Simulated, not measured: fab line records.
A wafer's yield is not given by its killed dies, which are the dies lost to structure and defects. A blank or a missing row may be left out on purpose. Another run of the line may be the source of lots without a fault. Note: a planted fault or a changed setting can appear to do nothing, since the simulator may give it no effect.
Comparing a struck lot with a sound one -- flow nand_harc -- 12 steps out of a route of 1302
Sound: the wafers L967.2, L967.4, L967.5. Wafers struck: L974.3, L974.4, L974.6. The cause is given at the end.
Each step with rows lists, per side, the tool, then ch with its chambers, then its first start. Under that, the readings that differ: sound wafers -- struck wafers -- difference of the means -- sigmas: that difference in standard deviations of wafers without a fault.
alike: same words and numbers on both sides, and readings whose means sit less than 2 such deviations apart. not compared: any withheld reading, any reading some wafer has no value for, any bound like >300 that may hide the same value, and any number with overlapping values for which the record gives no deviation.
Wherever a step has rows on one side only, a row that says differs or no value, or a row with sigmas, the two part there. Numbers that don't overlap but have no deviation are shown without sigmas and don't part them. Lack of a reading on every wafer of one side parts them only where that side has two or more wafers.

NHARC_A_WL_FILL_INSPECT_15:
  sound on defect_inspect-01 at day 20 22:47; struck on defect_inspect-02 at day 24 04:53
  alike: raw_defect_count
NHARC_A_CONTACT_DEP_24: deposits SiO2, target thk 500 nm.
  sound on pecvd-04 ch 0,1,2, day 20 23:01; struck on pecvd-01 ch 0,1,2, day 24 04:57
reading,sound,struck,difference,sigmas
flow_sccm (sccm),2642 2637 2639,2660 2645 2666,+18,+2
  alike: chamber_pressure_Torr, heater_power_w, throttle_valve_pct
NHARC_A_CONTACT_DEP_28: deposits aC, target thk 7000 nm.
  sound on acl_dep-02 ch 0, day 21 01:32; struck on acl_dep-03 ch 0, day 24 10:45
  alike: throttle_valve_pct
NHARC_A_CONTACT_DEP_29: deposits SiON, target thk 100 nm.
  sound on pecvd-01 ch 0,1,2, day 21 05:07; struck on pecvd-02 ch 0,2, day 24 13:37
  alike: chamber_pressure_Torr, heater_power_w
then, 5 steps without rows for these wafers: NHARC_A_CONTACT_DEHYDRATE_32 (time 120 s); NHARC_A_CONTACT_HMDS_33 (time 30 s); NHARC_A_CONTACT_COAT_34 (time 75 s); NHARC_A_CONTACT_COAT_35 (time 65 s); NHARC_A_CONTACT_COAT_36 (resist thk 90 nm).
NHARC_A_CONTACT_SOFTBAKE_37: time 55 s.
  sound on litho_track-01 ch 0, day 21 05:00; struck on litho_track-01 ch 0, day 24 13:00
reading,sound,struck,difference,sigmas
heater_power_total_W (W),188.50 188.36 188.33,182.79 182.72 182.83,-5.62,-40
after that, 1 step had no rows for these wafers: NHARC_A_CONTACT_EBR_38.
-- jump in the record: it breaks off in module A_CONTACT and resumes in module END (first step shown: number 1302 of the route), and 3 days separate the struck wafers' starts before and after --
NHARC_END_SORT_01:
  sound on prober-02 ch 0, day 24 09:16; struck on prober-01 ch 0, day 27 11:49
  alike: killed_at_array, killed_at_other, killed_at_periphery, killed_dies, killed_open, killed_short

WHERE THEY PART
At NHARC_A_CONTACT_DEP_24 first; at NHARC_A_CONTACT_SOFTBAKE_37 last (within this record only). Later steps at which nothing parts them and some readings are alike: NHARC_END_SORT_01.

WHY: the cause the simulator had injected
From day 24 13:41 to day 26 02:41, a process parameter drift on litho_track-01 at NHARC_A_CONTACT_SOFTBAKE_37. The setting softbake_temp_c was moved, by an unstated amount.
